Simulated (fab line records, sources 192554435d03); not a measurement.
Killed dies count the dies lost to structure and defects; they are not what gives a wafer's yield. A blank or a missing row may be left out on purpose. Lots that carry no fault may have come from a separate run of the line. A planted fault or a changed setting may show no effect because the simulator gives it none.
Which of the tools did it? :: flow n5Finfet :: 27 wafers from 9 lots sampled at 5 of the route's 1938 steps

== WHAT THE GAUGES READ, wafer by wafer ==
N5_HKMG_FIN_INSPECT_28: inspects for defects (darkfield). Usual: 40 for rawDefectCount, sd 16.
lot: L103
measured: day 4 20:12
on: defectInspect-02
rawDefectCount: 37 55 71
flag: 

lot: L106
measured: day 5 13:36
on: defectInspect-01
rawDefectCount: 44 52 42
flag: 

lot: L107
measured: day 6 01:17
on: defectInspect-02
rawDefectCount: 30 52 23
flag: 

lot: L109
measured: day 6 10:04
on: defectInspect-01
rawDefectCount: 62 38 46
flag: 

lot: L111
measured: day 6 17:25
on: defectInspect-01
rawDefectCount: 25 14 25
flag: 

lot: L112
measured: day 7 01:07
on: defectInspect-01
rawDefectCount: 65 56 56
flag: 

lot: L116
measured: day 8 01:22
on: defectInspect-01
rawDefectCount: 44 23 20
flag: 

lot: L122
measured: day 9 12:49
on: defectInspect-01
rawDefectCount: 25 33 41
flag: 

lot: L124
measured: day 10 02:15
on: defectInspect-02
rawDefectCount: 25 34 25
flag: 

N5_BEOL_M4_RC_MEAS_101. Usual: DIBL_N 36.7 mV/V, standard deviation 1.8; DIBL_P 37.0 mV/V, standard deviation 2.4; IOFF_N 0.17 nA/um, standard deviation 0.036; IOFF_P 0.22 nA/um, standard deviation 0.042; ION_N 673 uA/um, standard deviation 12; ION_P 462 uA/um, standard deviation 8.5; SS_N 71.7 mV/dec, standard deviation 0.62; SS_P 73.4 mV/dec, standard deviation 0.65; VT_N 250 mV, standard deviation 3.7; VT_P -250 mV, standard deviation 3.7.
lot: L103
measured: day 9 03:59
on: prober-02
DIBL_N (mV/V): 36.8 36.4 38.0
DIBL_P (mV/V): 37.0 36.0 38.4
IOFF_N (nA/um): 0.15 0.14 0.18
IOFF_P (nA/um): 0.20 0.18 0.21
ION_N (uA/um): 660 666 667
ION_P (uA/um): 460 460 457
SS_N (mV/dec): 72.2 71.8 72.5
SS_P (mV/dec): 73.1 73.5 73.6
VT_N (mV): 252 253 251
VT_P (mV): -253 -255 -253
flag: 

lot: L106
measured: day 9 12:34
on: prober-01
DIBL_N (mV/V): 37.7 34.6 35.9
DIBL_P (mV/V): 38.4 34.7 35.1
IOFF_N (nA/um): 0.17 0.13 0.14
IOFF_P (nA/um): 0.21 0.16 0.17
ION_N (uA/um): 670 671 655
ION_P (uA/um): 455 456 447
SS_N (mV/dec): 72.2 71.1 71.1
SS_P (mV/dec): 73.5 72.0 73.6
VT_N (mV): 251 252 252
VT_P (mV): -253 -255 -254
flag: 

lot: L107
measured: day 10 17:13
on: prober-01
DIBL_N (mV/V): 35.5 36.9 39.9
DIBL_P (mV/V): 35.9 37.3 40.9
IOFF_N (nA/um): 0.15 0.17 0.24
IOFF_P (nA/um): 0.21 0.22 0.27
ION_N (uA/um): 669 669 687
ION_P (uA/um): 461 460 463
SS_N (mV/dec): 71.5 72.1 73.2
SS_P (mV/dec): 72.5 73.8 74.7
VT_N (mV): 248 250 244
VT_P (mV): -252 -252 -250
flag: 

lot: L109
measured: day 10 17:46
on: prober-02
DIBL_N (mV/V): 41.1 38.2 37.5
DIBL_P (mV/V): 41.2 38.3 37.9
IOFF_N (nA/um): 0.24 0.18 0.17
IOFF_P (nA/um): 0.27 0.20 0.21
ION_N (uA/um): 692 672 670
ION_P (uA/um): 467 456 451
SS_N (mV/dec): 72.5 72.0 71.7
SS_P (mV/dec): 73.7 73.1 73.3
VT_N (mV): 244 248 247
VT_P (mV): -251 -255 -251
flag: 

lot: L111
measured: day 10 23:26
on: prober-01
DIBL_N (mV/V): 36.1 34.9 35.9
DIBL_P (mV/V): 37.0 35.6 35.9
IOFF_N (nA/um): 0.14 0.12 0.13
IOFF_P (nA/um): 0.20 0.18 0.19
ION_N (uA/um): 658 649 659
ION_P (uA/um): 454 449 455
SS_N (mV/dec): 70.6 71.2 71.2
SS_P (mV/dec): 73.7 73.3 73.3
VT_N (mV): 254 256 251
VT_P (mV): -250 -251 -254
flag: 

lot: L112
measured: day 10 21:02
on: prober-02
DIBL_N (mV/V): 37.4 36.3 37.2
DIBL_P (mV/V): 38.1 37.3 36.4
IOFF_N (nA/um): 0.18 0.16 0.16
IOFF_P (nA/um): 0.23 0.23 0.21
ION_N (uA/um): 675 687 689
ION_P (uA/um): 459 471 470
SS_N (mV/dec): 71.5 71.8 71.9
SS_P (mV/dec): 74.1 73.4 73.1
VT_N (mV): 248 249 248
VT_P (mV): -251 -250 -250
flag: 

lot: L116
measured: day 12 05:52
on: prober-02
DIBL_N (mV/V): 38.3 36.7 38.1
DIBL_P (mV/V): 41.0 38.9 40.2
IOFF_N (nA/um): 0.20 0.19 0.22
IOFF_P (nA/um): 0.29 0.27 0.29
ION_N (uA/um): 686 693 693
ION_P (uA/um): 484 477 479
SS_N (mV/dec): 72.5 71.0 71.9
SS_P (mV/dec): 74.2 73.6 73.2
VT_N (mV): 246 246 241
VT_P (mV): -244 -244 -246
flag: 

lot: L122
measured: day 13 14:30
on: prober-02
DIBL_N (mV/V): 38.1 39.6 37.0
DIBL_P (mV/V): 36.4 38.4 35.7
IOFF_N (nA/um): 0.17 0.20 0.15
IOFF_P (nA/um): 0.25 0.29 0.23
ION_N (uA/um): 687 671 683
ION_P (uA/um): 471 462 470
SS_N (mV/dec): 71.4 72.5 70.7
SS_P (mV/dec): 73.9 73.2 73.3
VT_N (mV): 247 250 249
VT_P (mV): -248 -247 -248
flag: 

lot: L124
measured: day 15 19:44
on: prober-01
DIBL_N (mV/V): 36.6 36.8 35.9
DIBL_P (mV/V): 36.4 35.9 35.0
IOFF_N (nA/um): 0.15 0.16 0.14
IOFF_P (nA/um): 0.19 0.20 0.18
ION_N (uA/um): 669 682 670
ION_P (uA/um): 454 464 455
SS_N (mV/dec): 71.8 71.9 71.6
SS_P (mV/dec): 72.8 73.6 73.4
VT_N (mV): 251 248 251
VT_P (mV): -252 -253 -254
flag: 

== EACH LOT AND THE TOOL THAT RAN IT (in order: tool; ch and the chambers of the sampled wafers; start) ==
lot: L103
N5_HKMG_FIN_ETCHBACK_68: rieMetal-03 ch 0,1, day 4 18:26
N5_GATE_CUT_ETCH_58: rieDiel-05 ch 1,3, day 4 20:50
N5_GATE_CUT_SAC_CAP_01: aldSin-03 ch 0,1,2, day 4 21:10

lot: L106
N5_HKMG_FIN_ETCHBACK_68: rieMetal-02 ch 0,1, day 5 11:48
N5_GATE_CUT_ETCH_58: rieDiel-05 ch 0,1,3, day 5 13:56
N5_GATE_CUT_SAC_CAP_01: aldSin-04 ch 0,1,3, day 5 14:21

lot: L107
N5_HKMG_FIN_ETCHBACK_68: rieMetal-03 ch 1, day 5 23:31
N5_GATE_CUT_ETCH_58: rieDiel-06 ch 0,1,3, day 6 01:37
N5_GATE_CUT_SAC_CAP_01: aldSin-04 ch 0,1,2, day 6 01:56

lot: L109
N5_HKMG_FIN_ETCHBACK_68: rieMetal-02 ch 0,1, day 6 08:18
N5_GATE_CUT_ETCH_58: rieDiel-06 ch 2,3, day 6 10:23
N5_GATE_CUT_SAC_CAP_01: aldSin-03 ch 0,2,3, day 6 10:43

lot: L111
N5_HKMG_FIN_ETCHBACK_68: rieMetal-03 ch 0, day 6 15:32
N5_GATE_CUT_ETCH_58: rieDiel-05 ch 3, day 6 17:52
N5_GATE_CUT_SAC_CAP_01: aldSin-01 ch 0,1, day 6 18:23

lot: L112
N5_HKMG_FIN_ETCHBACK_68: rieMetal-03 ch 0, day 6 23:00
N5_GATE_CUT_ETCH_58: rieDiel-06 ch 0,2, day 7 01:26
N5_GATE_CUT_SAC_CAP_01: aldSin-01 ch 0,1,2, day 7 01:46

lot: L116
N5_HKMG_FIN_ETCHBACK_68: rieMetal-03 ch 0,1, day 7 23:35
N5_GATE_CUT_ETCH_58: rieDiel-03 ch 1,2,3, day 8 01:41
N5_GATE_CUT_SAC_CAP_01: aldSin-03 ch 0,1,3, day 8 02:19

lot: L122
N5_HKMG_FIN_ETCHBACK_68: rieMetal-01 ch 0,1, day 9 11:03
N5_GATE_CUT_ETCH_58: rieDiel-06 ch 0,1,2, day 9 13:08
N5_GATE_CUT_SAC_CAP_01: aldSin-04 ch 1,2,3, day 9 13:28

lot: L124
N5_HKMG_FIN_ETCHBACK_68: rieMetal-02 ch 0,1, day 10 00:29
N5_GATE_CUT_ETCH_58: rieDiel-06 ch 0,1,3, day 10 02:47
N5_GATE_CUT_SAC_CAP_01: aldSin-01 ch 0,1,2, day 10 03:07
- N5_HKMG_FIN_ETCHBACK_68: etches the open film in Cl2/Ar, stops on HfO2, target depth 0.5 nm.
- N5_GATE_CUT_ETCH_58: etches SiNx in CH3F/O2, target depth 17 nm, time 128.6 s.
- N5_GATE_CUT_SAC_CAP_01: material SiNx, target thk 24 nm, pulse time 1 s, ald cycles 480.

== WHAT THE TOOLS THEMSELVES READ (means of the sampled wafers that have a number; where no wafer has one, the mark that the record gives instead) ==
N5_HKMG_FIN_ETCHBACK_68. Usual: drypumpMotorCurrentA 5.6 A, standard deviation 0.32; heBacksideLeakSccm 3.26 sccm, standard deviation 0.22; oesProductAu 0.73 a.u., standard deviation 0.11; rfFwdPowerW 596.7 W, standard deviation 1.9; throttleValvePct 20.91 %, standard deviation 0.22.
lot: L103
tool: rieMetal-03
drypumpMotorCurrentA (A): 5.8
heBacksideLeakSccm (sccm): 3.17
oesProductAu (a.u.): 0.69
rfFwdPowerW (W): 596.2
throttleValvePct (%): 21.06
flag: 

lot: L106
tool: rieMetal-02
drypumpMotorCurrentA (A): 5.4
heBacksideLeakSccm (sccm): 3.22
oesProductAu (a.u.): 0.74
rfFwdPowerW (W): 597.2
throttleValvePct (%): 20.55
flag: 

lot: L107
tool: rieMetal-03
drypumpMotorCurrentA (A): 5.5
heBacksideLeakSccm (sccm): 3.27
oesProductAu (a.u.): 0.57
rfFwdPowerW (W): 597.0
throttleValvePct (%): 21.15
flag: 

lot: L109
tool: rieMetal-02
drypumpMotorCurrentA (A): 5.3
heBacksideLeakSccm (sccm): 3.28
oesProductAu (a.u.): 0.80
rfFwdPowerW (W): 598.8
throttleValvePct (%): 20.56
flag: 

lot: L111
tool: rieMetal-03
drypumpMotorCurrentA (A): 6.0
heBacksideLeakSccm (sccm): 3.14
oesProductAu (a.u.): 0.73
rfFwdPowerW (W): 598.3
throttleValvePct (%): 21.03
flag: 

lot: L112
tool: rieMetal-03
drypumpMotorCurrentA (A): 5.9
heBacksideLeakSccm (sccm): 3.09
oesProductAu (a.u.): 0.72
rfFwdPowerW (W): 597.3
throttleValvePct (%): 21.03
flag: 

lot: L116
tool: rieMetal-03
drypumpMotorCurrentA (A): 5.7
heBacksideLeakSccm (sccm): 3.25
oesProductAu (a.u.): 0.87
rfFwdPowerW (W): 594.6
throttleValvePct (%): 20.84
flag: 

lot: L122
tool: rieMetal-01
drypumpMotorCurrentA (A): 5.7
heBacksideLeakSccm (sccm): 3.26
oesProductAu (a.u.): 0.62
rfFwdPowerW (W): 596.1
throttleValvePct (%): 21.05
flag: 

lot: L124
tool: rieMetal-02
drypumpMotorCurrentA (A): 5.4
heBacksideLeakSccm (sccm): 3.28
oesProductAu (a.u.): 0.72
rfFwdPowerW (W): 599.1
throttleValvePct (%): 20.58
flag: 

N5_GATE_CUT_ETCH_58. Usual: biasW is 21.00 W with standard deviation 0.062, drypumpMotorCurrentA is 5.7 A with standard deviation 0.44, oesProductAu is 0.80 a.u. with standard deviation 0.064, rfFwdPowerW is 413.3 W with standard deviation 1.4, rfVppV is 99.1 V with standard deviation 0.92, showerheadPlenumPTorr is 2.01 Torr with standard deviation 0.072, and throttleValvePct is 16.24 % with standard deviation 0.15.
lot: L103
tool: rieDiel-05
biasW (W): 21.01
drypumpMotorCurrentA (A): 6.2
oesProductAu (a.u.): 0.76
rfFwdPowerW (W): 413.9
rfVppV (V): 99.0
showerheadPlenumPTorr (Torr): 2.00
throttleValvePct (%): 16.30
flag: 

lot: L106
tool: rieDiel-05
biasW (W): 20.97
drypumpMotorCurrentA (A): 6.1
oesProductAu (a.u.): 0.73
rfFwdPowerW (W): 413.5
rfVppV (V): 98.8
showerheadPlenumPTorr (Torr): 1.99
throttleValvePct (%): 16.36
flag: 

lot: L107
tool: rieDiel-06
biasW (W): 21.07
drypumpMotorCurrentA (A): 5.7
oesProductAu (a.u.): 0.78
rfFwdPowerW (W): 414.1
rfVppV (V): 99.6
showerheadPlenumPTorr (Torr): 2.01
throttleValvePct (%): 16.22
flag: 

lot: L109
tool: rieDiel-06
biasW (W): 21.01
drypumpMotorCurrentA (A): 6.0
oesProductAu (a.u.): 0.77
rfFwdPowerW (W): 413.8
rfVppV (V): 99.3
showerheadPlenumPTorr (Torr): 2.05
throttleValvePct (%): 16.43
flag: 

lot: L111
tool: rieDiel-05
biasW (W): 20.96
drypumpMotorCurrentA (A): 6.1
oesProductAu (a.u.): 0.79
rfFwdPowerW (W): 413.4
rfVppV (V): 99.0
showerheadPlenumPTorr (Torr): 2.00
throttleValvePct (%): 16.22
flag: 

lot: L112
tool: rieDiel-06
biasW (W): 20.98
drypumpMotorCurrentA (A): 5.9
oesProductAu (a.u.): 0.77
rfFwdPowerW (W): 413.7
rfVppV (V): 99.5
showerheadPlenumPTorr (Torr): 2.06
throttleValvePct (%): 16.22
flag: 

lot: L116
tool: rieDiel-03
biasW (W): 21.01
drypumpMotorCurrentA (A): 5.5
oesProductAu (a.u.): 0.83
rfFwdPowerW (W): 411.9
rfVppV (V): 98.6
showerheadPlenumPTorr (Torr): 2.00
throttleValvePct (%): 16.13
flag: 

lot: L122
tool: rieDiel-06
biasW (W): 21.43
drypumpMotorCurrentA (A): 5.8
oesProductAu (a.u.): 0.78
rfFwdPowerW (W): 413.3
rfVppV (V): 101.2
showerheadPlenumPTorr (Torr): 1.97
throttleValvePct (%): 16.33
flag: OFF

lot: L124
tool: rieDiel-06
biasW (W): 21.44
drypumpMotorCurrentA (A): 5.7
oesProductAu (a.u.): 0.76
rfFwdPowerW (W): 411.5
rfVppV (V): 100.5
showerheadPlenumPTorr (Torr): 2.00
throttleValvePct (%): 16.28
flag: OFF

N5_GATE_CUT_SAC_CAP_01. Usual: heaterPowerW 860 W, standard deviation 67; precursorPulseHeightRel 0.998, standard deviation 0.018.
lot: L103
tool: aldSin-03
heaterPowerW (W): 811
precursorPulseHeightRel: 0.995
flag: 

lot: L106
tool: aldSin-04
heaterPowerW (W): 845
precursorPulseHeightRel: 0.988
flag: 

lot: L107
tool: aldSin-04
heaterPowerW (W): 911
precursorPulseHeightRel: 0.984
flag: 

lot: L109
tool: aldSin-03
heaterPowerW (W): 800
precursorPulseHeightRel: 0.999
flag: 

lot: L111
tool: aldSin-01
heaterPowerW (W): 924
precursorPulseHeightRel: 1.014
flag: 

lot: L112
tool: aldSin-01
heaterPowerW (W): 881
precursorPulseHeightRel: 0.999
flag: 

lot: L116
tool: aldSin-03
heaterPowerW (W): 802
precursorPulseHeightRel: 1.009
flag: 

lot: L122
tool: aldSin-04
heaterPowerW (W): 890
precursorPulseHeightRel: 1.000
flag: 

lot: L124
tool: aldSin-01
heaterPowerW (W): 885
precursorPulseHeightRel: 0.987
flag: 

== THE ANSWER, worked out from the rows above alone ==
Rule: lot off if the mean of its wafers having a number is beyond 3 standard deviations from the usual mean. Also off: a lot with no number at a reading for which 4 or more lots have one. The other lots that the step has rows for count as sound. First the gauges in route order, then the tools' own readings, where a lot's mean is used as printed above. At the first step where some lot is off, the reading lying furthest off is the one used; lots without a number count as furthest.
Off at N5_GATE_CUT_ETCH_58 (biasW): L122, L124.
If a tool, at that step or one of the process steps before it, ran each lot that is off and ran no sound lot following the first of them, it fits. One fits: rieDiel-06 at N5_GATE_CUT_ETCH_58. Its last sound lot is L112 (day 7 01:26), its first lot that is off L122 (day 9 13:08): a fault that began between those two fits.
The tool's own readings at N5_GATE_CUT_ETCH_58 bear it out: on the lots that are off they differ by more than 5 times the standard deviation of the sound lots' means. biasW reads 21.44 W there against 21.00 W on the sound lots; rfVppV reads 100.8 V there against 99.1 V on the sound lots.

== WHAT THE SIMULATOR HAD INSERTED ==
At N5_GATE_CUT_ETCH_58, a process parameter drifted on rieDiel-06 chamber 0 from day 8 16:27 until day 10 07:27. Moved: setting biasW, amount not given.
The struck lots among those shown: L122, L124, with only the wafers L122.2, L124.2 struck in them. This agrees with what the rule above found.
